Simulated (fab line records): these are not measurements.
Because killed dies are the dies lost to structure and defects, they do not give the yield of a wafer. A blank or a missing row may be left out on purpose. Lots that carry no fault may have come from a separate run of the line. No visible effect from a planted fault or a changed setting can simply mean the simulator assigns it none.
A lot that was struck, set against a sound lot :: flow nand_harc :: 14 out of 1302 route steps
Sound: these wafers, L823.1, L823.2, L823.5. Struck: wafers L836.3, L836.4, L836.6. Last of all comes the cause.
Each step with rows lists, per side, the tool, then ch with its chambers, then its first start. Under that, the readings that differ: sound wafers :: struck wafers :: difference of the means :: sigmas: that difference in standard deviations of wafers without a fault.
alike: a reading whose means differ by less than 2 such deviations, as well as words and numbers matching on both sides. not compared: withheld readings; readings where some wafer has no value; bounds like >300 that might hide an equal value; numbers whose values overlap and for which the record gives no deviation.
A row with sigmas, a row that says differs or no value, or rows on one side alone: a step with any of these is where the two part. Numbers that don't overlap but have no deviation are shown without sigmas and don't part them. A reading that every wafer of one side lacks parts them only if that side has two wafers or more.

first, 2 steps without rows for these wafers: NHARC_A_CHANNEL_HOLE_D2_ETCH_38 (etches the open film in CF4, target depth 39 nm, time 65 s); NHARC_A_CHANNEL_HOLE_D2_ETCH_39 (etches the open film in N2/H2, target depth 260 nm, time 325 s).
NHARC_A_CHANNEL_HOLE_D2_ETCH_34: etches the open film in CF4/CHF3, target depth 154 nm, time 77 s.
  sound: rie_diel-08 ch 0,1,2; struck: rie_diel-07 ch 1,2,3
  alike: bias_w, cf4_flow_sccm, drypump_motor_current_A, oes_product_au, rf_vpp_V, showerhead_plenum_p_Torr, throttle_valve_pct
  not compared: rf_hours_counter_h
then, 1 step without rows for these wafers: NHARC_A_CHANNEL_HOLE_D2_ETCH_16 (etches the open film in O2/COS, target depth 3100 nm, time 806 s).
NHARC_A_CHANNEL_HOLE_D2_CD_MEAS_18:
  struck on cd_sem-01, day 18 05:47; sound on cd_sem-02, day 14 01:07
  alike: cd_nm
NHARC_A_CHANNEL_HOLE_D2_ETCH_19: etches the open film in C4F8/O2/Ar, time 34.5 s.
  sound on har_etch-01 ch 0,1, day 14 01:11; struck on har_etch-02 ch 0,1, day 18 08:46
reading: showerhead_plenum_p_Torr (Torr)
sound: 3.73 3.63 3.63
struck: 3.98 3.98 3.98
difference: +0.32
sigmas: +2
  alike: bias_v, c4f8_flow_sccm, drypump_motor_current_A, throttle_valve_pct
  not compared: rf_hours_counter_h
then, 1 step without rows for these wafers: NHARC_A_CHANNEL_HOLE_D2_ETCH_20 (etches the open film in C4F8/O2/Ar, time 361.9 s, target depth 1600 nm).
NHARC_A_CHANNEL_HOLE_D2_ETCH_21: etches the open film in C4F8/O2/Ar, time 514.3 s, target depth 1600 nm.
  sound on har_etch-01 ch 0,1, day 14 01:37; struck on har_etch-02 ch 0,1, day 18 09:18
reading: showerhead_plenum_p_Torr (Torr)
sound: 3.69 3.59 3.59
struck: 3.93 3.93 3.93
difference: +0.31
sigmas: +2
  alike: c4f8_flow_sccm, chamber_pressure_mTorr, drypump_motor_current_A, throttle_valve_pct
  not compared: rf_hours_counter_h
NHARC_A_CHANNEL_HOLE_D2_ETCH_22: etches the open film in C4F8/O2/Ar, time 666.7 s, target depth 1600 nm.
  sound on har_etch-01 ch 0,1, day 14 02:04; struck on har_etch-02 ch 0,1, day 18 09:47
reading: showerhead_plenum_p_Torr (Torr)
sound: 3.69 3.59 3.59
struck: 3.93 3.93 3.93
difference: +0.31
sigmas: +2
  alike: c4f8_flow_sccm, chamber_pressure_mTorr, drypump_motor_current_A, throttle_valve_pct
  not compared: rf_hours_counter_h
then, 2 steps without rows for these wafers: NHARC_A_CHANNEL_HOLE_D2_ETCH_23 (etches the open film in C4F8/O2/Ar, time 819 s, target depth 1600 nm); NHARC_A_CHANNEL_HOLE_D2_ETCH_24 (etches the open film in C4F8/O2/Ar, time 906.2 s, target depth 1500 nm).
NHARC_A_CHANNEL_HOLE_D2_ETCH_25: etches the open film in C4F8/O2/Ar, time 1040.2 s, target depth 1500 nm.
  sound on har_etch-01 ch 0,1, day 14 04:04; struck on har_etch-02 ch 0,1, day 18 11:55
reading: showerhead_plenum_p_Torr (Torr)
sound: 3.69 3.58 3.58
struck: 3.92 3.92 3.92
difference: +0.30
sigmas: +2
  alike: c4f8_flow_sccm, chamber_pressure_mTorr, drypump_motor_current_A, throttle_valve_pct
  not compared: rf_hours_counter_h
NHARC_A_CHANNEL_HOLE_D2_ETCH_26: etches the open film in C4F8/O2/Ar, time 224.1 s, target depth 300 nm.
  sound on har_etch-01 ch 0,1, day 14 04:57; struck on har_etch-02 ch 0,1, day 18 12:34
  no value came back on the struck wafers for any of 5 readings (bias_v (V), c4f8_flow_sccm (sccm) and others); on the sound wafers bias_v (V) reads 301.8 300.9 301.7
  not compared: rf_hours_counter_h
then, 1 step without rows for these wafers: NHARC_A_CHANNEL_HOLE_D2_ETCH_27 (etches the open film in C4F8/O2/Ar, time 90 s, target depth 400 nm).

## WHERE THEY PART
Last at NHARC_A_CHANNEL_HOLE_D2_ETCH_26 as far as this record goes, first at NHARC_A_CHANNEL_HOLE_D2_ETCH_19.

WHY: whatever the simulator had introduced
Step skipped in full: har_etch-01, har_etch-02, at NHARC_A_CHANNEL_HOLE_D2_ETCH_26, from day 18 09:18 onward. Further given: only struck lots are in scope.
